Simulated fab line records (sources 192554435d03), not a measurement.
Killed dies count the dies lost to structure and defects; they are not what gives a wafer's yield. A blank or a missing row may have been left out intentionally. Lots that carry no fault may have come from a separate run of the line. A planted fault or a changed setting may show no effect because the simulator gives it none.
Lot-split experiment / flow n5Finfet / on a route of 1938 steps: 7 lots, 39 wafers read

== THE SPLIT ==
At N5_SD_EPI_P_ETCH_37 (etches SOC in N2/H2, overetch 108 nm, time 486 s), the setting sourceW was moved away from the recipe's 3000 W on 18 of the 39 wafers read, by -15.0% to +17.4%. The other wafers ran this setting at the recipe's value.

The reading is taken at the split's own step.

== THE READING ==
rfVppV, in V, at N5_SD_EPI_P_ETCH_37 (etches SOC in N2/H2, overetch 108 nm, time 486 s). Fault-free wafers of this fab line usually give 240.8 V, standard deviation 1.2 V.

wafer=L079.1; tool, chamber at the split=rieDiel-05, 0; sourceW as run, W=3000; against the recipe=recipe; rfVppV, V=242.1; against lot-mates on the recipe=-
wafer=L079.4; tool, chamber at the split=rieDiel-05, 2; sourceW as run, W=3000; against the recipe=recipe; rfVppV, V=242.1; against lot-mates on the recipe=-
wafer=L079.5; tool, chamber at the split=rieDiel-05, 3; sourceW as run, W=3000; against the recipe=recipe; rfVppV, V=240.1; against lot-mates on the recipe=-
wafer=L085.1; tool, chamber at the split=rieDiel-04, 2; sourceW as run, W=3000; against the recipe=recipe; rfVppV, V=240.7; against lot-mates on the recipe=-
wafer=L085.2; tool, chamber at the split=rieDiel-04, 1; sourceW as run, W=3000; against the recipe=recipe; rfVppV, V=241.4; against lot-mates on the recipe=-
wafer=L085.3; tool, chamber at the split=rieDiel-04, 3; sourceW as run, W=2790; against the recipe=-7.0%; rfVppV, V=246.4; against lot-mates on the recipe=+5.9
wafer=L085.4; tool, chamber at the split=rieDiel-04, 0; sourceW as run, W=2790; against the recipe=-7.0%; rfVppV, V=245.3; against lot-mates on the recipe=+4.8
wafer=L085.5; tool, chamber at the split=rieDiel-04, 3; sourceW as run, W=3000; against the recipe=recipe; rfVppV, V=239.4; against lot-mates on the recipe=-
wafer=L085.6; tool, chamber at the split=rieDiel-04, 0; sourceW as run, W=2790; against the recipe=-7.0%; rfVppV, V=245.8; against lot-mates on the recipe=+5.3
wafer=L086.1; tool, chamber at the split=rieDiel-04, 1; sourceW as run, W=3000; against the recipe=recipe; rfVppV, V=241.4; against lot-mates on the recipe=-
wafer=L086.2; tool, chamber at the split=rieDiel-04, 2; sourceW as run, W=3000; against the recipe=recipe; rfVppV, V=240.2; against lot-mates on the recipe=-
wafer=L086.3; tool, chamber at the split=rieDiel-04, 3; sourceW as run, W=2815; against the recipe=-6.2%; rfVppV, V=245.6; against lot-mates on the recipe=+5.2
wafer=L086.4; tool, chamber at the split=rieDiel-04, 0; sourceW as run, W=2815; against the recipe=-6.2%; rfVppV, V=244.3; against lot-mates on the recipe=+3.9
wafer=L086.5; tool, chamber at the split=rieDiel-04, 0; sourceW as run, W=3000; against the recipe=recipe; rfVppV, V=239.7; against lot-mates on the recipe=-
wafer=L086.6; tool, chamber at the split=rieDiel-04, 1; sourceW as run, W=2815; against the recipe=-6.2%; rfVppV, V=247.6; against lot-mates on the recipe=+7.2
wafer=L092.1; tool, chamber at the split=rieDiel-02, 0; sourceW as run, W=3521; against the recipe=+17.4%; rfVppV, V=228.9; against lot-mates on the recipe=-12.3
wafer=L092.2; tool, chamber at the split=rieDiel-02, 1; sourceW as run, W=3521; against the recipe=+17.4%; rfVppV, V=227.2; against lot-mates on the recipe=-14.0
wafer=L092.3; tool, chamber at the split=rieDiel-02, 2; sourceW as run, W=3000; against the recipe=recipe; rfVppV, V=242.1; against lot-mates on the recipe=-
wafer=L092.4; tool, chamber at the split=rieDiel-02, 0; sourceW as run, W=3521; against the recipe=+17.4%; rfVppV, V=226.7; against lot-mates on the recipe=-14.5
wafer=L092.5; tool, chamber at the split=rieDiel-02, 1; sourceW as run, W=3000; against the recipe=recipe; rfVppV, V=239.7; against lot-mates on the recipe=-
wafer=L092.6; tool, chamber at the split=rieDiel-02, 2; sourceW as run, W=3000; against the recipe=recipe; rfVppV, V=241.8; against lot-mates on the recipe=-
wafer=L094.1; tool, chamber at the split=rieDiel-04, 3; sourceW as run, W=2815; against the recipe=-6.2%; rfVppV, V=244.6; against lot-mates on the recipe=+3.7
wafer=L094.2; tool, chamber at the split=rieDiel-04, 2; sourceW as run, W=2815; against the recipe=-6.2%; rfVppV, V=246.2; against lot-mates on the recipe=+5.3
wafer=L094.3; tool, chamber at the split=rieDiel-04, 1; sourceW as run, W=3000; against the recipe=recipe; rfVppV, V=240.3; against lot-mates on the recipe=-
wafer=L094.4; tool, chamber at the split=rieDiel-04, 0; sourceW as run, W=3000; against the recipe=recipe; rfVppV, V=239.6; against lot-mates on the recipe=-
wafer=L094.5; tool, chamber at the split=rieDiel-04, 1; sourceW as run, W=3000; against the recipe=recipe; rfVppV, V=242.9; against lot-mates on the recipe=-
wafer=L094.6; tool, chamber at the split=rieDiel-04, 2; sourceW as run, W=2815; against the recipe=-6.2%; rfVppV, V=245.5; against lot-mates on the recipe=+4.6
wafer=L096.1; tool, chamber at the split=rieDiel-05, 1; sourceW as run, W=3168; against the recipe=+5.6%; rfVppV, V=239.6; against lot-mates on the recipe=-2.0
wafer=L096.2; tool, chamber at the split=rieDiel-05, 0; sourceW as run, W=3000; against the recipe=recipe; rfVppV, V=241.3; against lot-mates on the recipe=-
wafer=L096.3; tool, chamber at the split=rieDiel-05, 3; sourceW as run, W=3000; against the recipe=recipe; rfVppV, V=240.9; against lot-mates on the recipe=-
wafer=L096.4; tool, chamber at the split=rieDiel-05, 2; sourceW as run, W=3168; against the recipe=+5.6%; rfVppV, V=236.9; against lot-mates on the recipe=-4.7
wafer=L096.5; tool, chamber at the split=rieDiel-05, 1; sourceW as run, W=3168; against the recipe=+5.6%; rfVppV, V=236.1; against lot-mates on the recipe=-5.5
wafer=L096.6; tool, chamber at the split=rieDiel-05, 0; sourceW as run, W=3000; against the recipe=recipe; rfVppV, V=242.7; against lot-mates on the recipe=-
wafer=L097.1; tool, chamber at the split=rieDiel-02, 3; sourceW as run, W=3000; against the recipe=recipe; rfVppV, V=239.7; against lot-mates on the recipe=-
wafer=L097.2; tool, chamber at the split=rieDiel-02, 1; sourceW as run, W=2549; against the recipe=-15.0%; rfVppV, V=253.0; against lot-mates on the recipe=+13.2
wafer=L097.3; tool, chamber at the split=rieDiel-02, 2; sourceW as run, W=2549; against the recipe=-15.0%; rfVppV, V=255.4; against lot-mates on the recipe=+15.6
wafer=L097.4; tool, chamber at the split=rieDiel-02, 0; sourceW as run, W=3000; against the recipe=recipe; rfVppV, V=240.4; against lot-mates on the recipe=-
wafer=L097.5; tool, chamber at the split=rieDiel-02, 1; sourceW as run, W=2549; against the recipe=-15.0%; rfVppV, V=254.8; against lot-mates on the recipe=+15.0
wafer=L097.6; tool, chamber at the split=rieDiel-02, 0; sourceW as run, W=3000; against the recipe=recipe; rfVppV, V=239.3; against lot-mates on the recipe=-

FIT RESULTS
A straight line over all 39 wafers: rfVppV changes by -0.795 V for each +1% of sourceW; r = -0.98; the points scatter about the line by 1.3 V.
The same after taking each lot's own level away (the mean of its wafers on the recipe; 39 wafers): -0.84 V for each +1%; r = -0.98; scatter 1.2 V.
According to that fit, moving sourceW by its largest amount changes the reading by 15 V.
The span of the lots' own levels, 239.80 to 241.63 V, comes to 1.5 times the standard deviation stated above.
So the lot-to-lot level changes the slope little: the two slopes agree.
Check: for one of the wafers moved furthest among these (+17.4%), held out of the fit, the line's prediction against its lot-mates is -14.9 V. Against them it came out at -12.3 V.
Tool readings at the split's step, against how far the setting was moved: rfVppV r = -0.98.

== THE OTHER SPLITS THESE WAFERS WENT THROUGH ==
These wafers also went through other splits before the reading. Each is held against what the fit with the lots' levels taken away leaves over:
other split on the same wafers=N5_DUMMY_GATE_EXPOSE_12 doseMj; wafers away from the commonest value=18; r with rfVppV (lot level and that fit taken away)=-0.02
other split on the same wafers=N5_DUMMY_GATE_ETCH_31 targetDepthA; wafers away from the commonest value=12; r with rfVppV (lot level and that fit taken away)=+0.17
other split on the same wafers=N5_SD_EPI_P_ETCH_36 biasW; wafers away from the commonest value=15; r with rfVppV (lot level and that fit taken away)=+0.23

== THE WHOLE CHAIN: every reading that the file lists as answering this split, in the file's order ==
step=N5_SD_EPI_P_ETCH_37; what it does=etches SOC in N2/H2, overetch 108 nm, time 486 s; reading=rfVppV; change (the file's fit)=-0.842 V for each +1% of the setting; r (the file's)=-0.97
step=N5_SD_EPI_P_ETCH_37; what it does=etches SOC in N2/H2, overetch 108 nm, time 486 s; reading=SiARC_of_SD_EPI_P_COAT_35.thkNm (the simulator's own value, which no gauge read); change (the file's fit)=-0.098 nm for each +1% of the setting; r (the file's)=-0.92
step=N5_SD_EPI_P_ETCHBACK_46; what it does=etches SiNx in CH3F/O2, stops on SiO2, target depth 17.5 nm; reading=SiARC_of_SD_EPI_P_COAT_35.thkNm (the simulator's own value, which no gauge read); change (the file's fit)=-0.0973 nm for each +1% of the setting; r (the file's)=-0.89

== FILE'S OWN FIT ==
rfVppV changes by -0.842 V for each +1% of sourceW, r = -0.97.
